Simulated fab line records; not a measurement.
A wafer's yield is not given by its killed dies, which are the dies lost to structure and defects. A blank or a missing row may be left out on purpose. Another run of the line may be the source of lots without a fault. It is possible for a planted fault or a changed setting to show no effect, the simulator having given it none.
fab line records | flow n5-finfet
record: lots: 7 | wafers: 21
route steps=1938 shown BEOL_M15@1776 MIM_BOT@1833 PASSIVATION@1910
start-h: hours from the record's opening day to when the first of the lot's shown wafers began | wait-h: how many hours have passed since the lot's step before this one | " the same as in the row above | L1.1+2: a single row standing in for several wafers | - no value, or no start given | * or withheld: withheld | < > ~ a bound
route shown NAME@n: a module of which the file shows steps, and the number in the route of the first | usual: average and standard deviation across the fault-free wafers | same: alike in all rows | chamber/n: place in a boat | sites: each site's reading | _std_site: how widely they spread, as a standard deviation | _edge_site: mean of outer sites minus mean of inner sites | radius-mm: for every site, how far away it sits from the centre of the wafer | mask NAME#n: copy n | behind: the most recent tool/chamber to have shaped the wafer | hold: the reason the lot was held/the length of the hold in hours/how it ended | device: transistor that didn't switch, given as n, p or np | end of line: tests run on the same wafers once the route is complete | for a step that has no rows: nothing shown but its recipe | killed: dies that structure and defects cost at the first sort, which is not the same as the wafer's yield | map: shows each die of a wafer: x if killed, . if not, _ if none is there
set.NAME: the run value of the setting; set.NAME@STEP: its run value at that earlier step | model.NAME: the simulator's own value behind a step, which no gauge read
lots where settings were altered on purpose, with a table for each step and a row for each wafer
== steps ==
step: N5_BEOL_M15_COAT_04
recipe: spin-rpm: 1704 | resist-thk-nm: 800
lot.wafer | tool           | chamber | start-h | wait-h | set.spin-rpm | model.coat_of_BEOL_M15_COAT_04.thk-nm
L075.1    | litho-track-03 | 0       | -       | -      | 1704         | 802.2
L075.2    | "              | 0       | "       | "      | 1704         | 800.8
L075.3    | "              | 0       | "       | "      | 1704         | 801
L076.2    | litho-track-03 | 0       | -       | -      | 1704         | 798.6
L076.4    | "              | 0       | "       | "      | 1779         | 780.8
L076.6    | "              | 0       | "       | "      | 1704         | 799.8
L081.2    | litho-track-01 | 0       | -       | -      | 1704         | 798.6
L081.3    | "              | 0       | "       | "      | 1704         | 799
L081.6    | "              | 0       | "       | "      | 1704         | 800.6
L086.1    | litho-track-01 | 0       | -       | -      | 1704         | 801.8
L086.3    | "              | 0       | "       | "      | 1704         | 799.4
L086.5    | "              | 0       | "       | "      | 1704         | 798.6
L087.3    | litho-track-01 | 0       | -       | -      | 1569         | 836
L087.4    | "              | 0       | "       | "      | 1704         | 801.6
L087.5    | "              | 0       | "       | "      | 1569         | 836.2
L091.2    | litho-track-02 | 0       | -       | -      | 1704         | 803.8
L091.3    | "              | 0       | "       | "      | 1582         | 834.6
L091.4    | "              | 0       | "       | "      | 1704         | 806.6
L092.1    | litho-track-03 | 0       | -       | -      | 1887         | 760.8
L092.4    | "              | 0       | "       | "      | 1704         | 800.4
L092.6    | "              | 0       | "       | "      | 1887         | 759
step: N5_BEOL_M15_EBR_06
recipe: solvent: PGMEA | ebr-width-mm: 1.5
step: N5_BEOL_M15_SOFTBAKE_05
recipe: temp-c: 130 | time-s: 60
step: N5_BEOL_M15_DESCUM_15
recipe: chemistry: O2 | time-s: 7.9 | source-power-w: 50 | bias-power-w: 20 | pressure-mtorr: 20 | rf-frequency-hz: 2.712e+07 | temp-c: 40 | o2-flow-sccm: 225
step: N5_BEOL_M15_ETCH_59
recipe: chemistry: N2/H2 | target: BARC | target-depth-a: 890 | overetch-a: 267 | time-s: 67.9 | ion-energy-ev: 200 | pressure-mtorr: 30 | source-w: 840 | bias-w: 150 | n2-flow-sccm: 200 | h2-flow-sccm: 200
step: N5_BEOL_M15_VIA_ETCH_16
recipe: chemistry: C4F8/O2/Ar | target: SiO2 | he-inner-torr: 15 | he-outer-torr: 30 | target-depth-a: 17922 | time-s: withheld | ion-energy-ev: 800 | pressure-mtorr: 20 | source-w: 1905 | bias-w: 2040 | Ar_flow_sccm: 400 | C4F8_flow_sccm: 16 | O2_flow_sccm: 12 | ends: cleared
lot.wafer | tool        | chamber | start-h | wait-h | set.spin-rpm@BEOL_M15_COAT_04 | model.coat_of_BEOL_M15_COAT_04.thk-nm
L075.1    | rie-diel-06 | 3       | 260.01  | 0.0    | 1704                          | 346
L075.2+3  | "           | 2,0     | "       | "      | 1704                          | 338
L076.2    | rie-diel-01 | 0       | 266.48  | 0.0    | 1704                          | 351
L076.4    | "           | 0       | "       | "      | 1779                          | 319.6
L076.6    | "           | 3       | "       | "      | 1704                          | 336.2
L081.2    | rie-diel-06 | 3       | 279.28  | 0.0    | 1704                          | 338.4
L081.3    | "           | 2       | "       | "      | 1704                          | 330
L081.6    | "           | 1       | "       | "      | 1704                          | 327.8
L086.1    | rie-diel-01 | 1       | 316.69  | 0.0    | 1704                          | 345
L086.3    | "           | 3       | "       | "      | 1704                          | 341.4
L086.5    | "           | 1       | "       | "      | 1704                          | 328
L087.3    | rie-diel-01 | 1       | 328.01  | 0.0    | 1569                          | 370.8
L087.4    | "           | 0       | "       | "      | 1704                          | 335
L087.5    | "           | 3       | "       | "      | 1569                          | 369.2
L091.2    | rie-diel-01 | 2       | 343.22  | 0.0    | 1704                          | 332.2
L091.3    | "           | 0       | "       | "      | 1582                          | 369.2
L091.4    | "           | 3       | "       | "      | 1704                          | 336
L092.1    | rie-diel-06 | 0       | 352.22  | 0.1    | 1887                          | 303.6
L092.4    | "           | 3       | "       | "      | 1704                          | 339.2
L092.6    | "           | 0       | "       | "      | 1887                          | 293.4
step: N5_MIM_BOT_SPUTTER_00
recipe: material: TiN | target-thk-a: 350 | temp-c: 200 | power-w: 3000 | chamber-pressure-pa: 0.49996 | gas: Ar | reactive-partial-pa: 0.37997 | time-s: 89.7
lot.wafer | tool           | chamber | start-h | wait-h | set.time-s | model.TiN_of_MIM_BOT_SPUTTER_00.thk-nm
L075.1    | pvd-sputter-02 | -       | 267.37  | 0.0    | 89.7       | 35.2
L075.2+3  | "              | -       | "       | "      | 89.7       | 35.4
L076.2    | pvd-sputter-03 | -       | 275.19  | 0.0    | 83.28      | 32.2
L076.4    | "              | -       | "       | "      | 89.7       | 34.6
L076.6    | "              | -       | "       | "      | 89.7       | 34.8
L081.2+6  | pvd-sputter-01 | -       | 286.38  | 0.0    | 89.7       | 35.2
L081.3    | "              | -       | "       | "      | 89.7       | 35.4
L086.1    | pvd-sputter-01 | -       | 326.64  | 0.0    | 89.7       | 35
L086.3    | "              | -       | "       | "      | 78.26      | 30.8
L086.5    | "              | -       | "       | "      | 78.26      | 30.6
L087.3    | pvd-sputter-03 | -       | 334.91  | 0.0    | 81.42      | 31.4
L087.4    | "              | -       | "       | "      | 89.7       | 34.4
L087.5    | "              | -       | "       | "      | 89.7       | 34.8
L091.2    | pvd-sputter-01 | -       | 349.86  | 0.0    | 102.5      | 39.4
L091.3+4  | "              | -       | "       | "      | 89.7       | 34.4
L092.1    | pvd-sputter-03 | -       | 357.16  | 0.0    | 89.7       | 34.6
L092.4    | "              | -       | "       | "      | 89.7       | 34.8
L092.6    | "              | -       | "       | "      | 89.7       | 34.4
step: N5_PASSIVATION_ETCH_59
recipe: chemistry: Cl2/BCl3 | target: TaN | target-depth-a: 650 | time-s: 34.9 | ion-energy-ev: 100 | pressure-mtorr: 10 | icp-w: 900 | bias-w: 100 | Cl2_flow_sccm: 60 | bcl3-flow-sccm: 30
lot.wafer | tool         | chamber | start-h | wait-h | set.time-s | model.etch.depth-nm
L075.1    | rie-metal-03 | 1       | 275.04  | 0.3    | 28.19      | 52.6
L075.2    | "            | 0       | "       | "      | 28.19      | 52.41
L075.3    | "            | 1       | "       | "      | 34.9       | 64.38
L076.2    | rie-metal-02 | 0       | 282.49  | 0.3    | 34.9       | 66.57
L076.4    | "            | 0       | "       | "      | 34.9       | 66.49
L076.6    | "            | 0       | "       | "      | 31.02      | 59.05
L081.2    | rie-metal-02 | 1       | 295.52  | 0.3    | 34.9       | 66.39
L081.3    | "            | 1       | "       | "      | 34.9       | 66.16
L081.6    | "            | 0       | "       | "      | 34.9       | 67.36
L086.1    | rie-metal-02 | 0       | 335.49  | 0.3    | 34.9       | 67.22
L086.3    | "            | 1       | "       | "      | 34.9       | 66.63
L086.5    | "            | 0       | "       | "      | 34.9       | 67.66
L087.3    | rie-metal-03 | 0       | 342.32  | 0.2    | 34.9       | 65.99
L087.4    | "            | 1       | "       | "      | 34.9       | 65.5
L087.5    | "            | 1       | "       | "      | 34.9       | 65.23
L091.2    | rie-metal-03 | 0       | 356.58  | 0.3    | 34.9       | 64.84
L091.3    | "            | 1       | "       | "      | 39.77      | 73.9
L091.4    | "            | 0       | "       | "      | 39.77      | 74.04
L092.1    | rie-metal-02 | 0       | 367.21  | 0.7    | 34.9       | 66.04
L092.4    | "            | 0       | "       | "      | 34.9       | 65.66
L092.6    | "            | 0       | "       | "      | 34.9       | 66.11
== key ==
split: step: N5_BEOL_M15_COAT_04 | setting: spin-rpm | stated: 1704 | by: wafer
response: step: N5_BEOL_M15_COAT_04 | reading: model.coat_of_BEOL_M15_COAT_04.thk-nm | change: -4.02 | per: 1% | r: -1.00
response: step: N5_BEOL_M15_VIA_ETCH_16 | reading: model.coat_of_BEOL_M15_COAT_04.thk-nm | change: -4.31 | per: 1% | r: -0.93
split: step: N5_MIM_BOT_SPUTTER_00 | setting: time-s | stated: 89.7 | by: wafer
response: step: N5_MIM_BOT_SPUTTER_00 | reading: model.TiN_of_MIM_BOT_SPUTTER_00.thk-nm | change: +0.345 | per: 1% | r: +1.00
split: step: N5_PASSIVATION_ETCH_59 | setting: time-s | stated: 34.9 | by: wafer
response: step: N5_PASSIVATION_ETCH_59 | reading: model.etch.depth-nm | change: +0.638 | per: 1% | r: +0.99
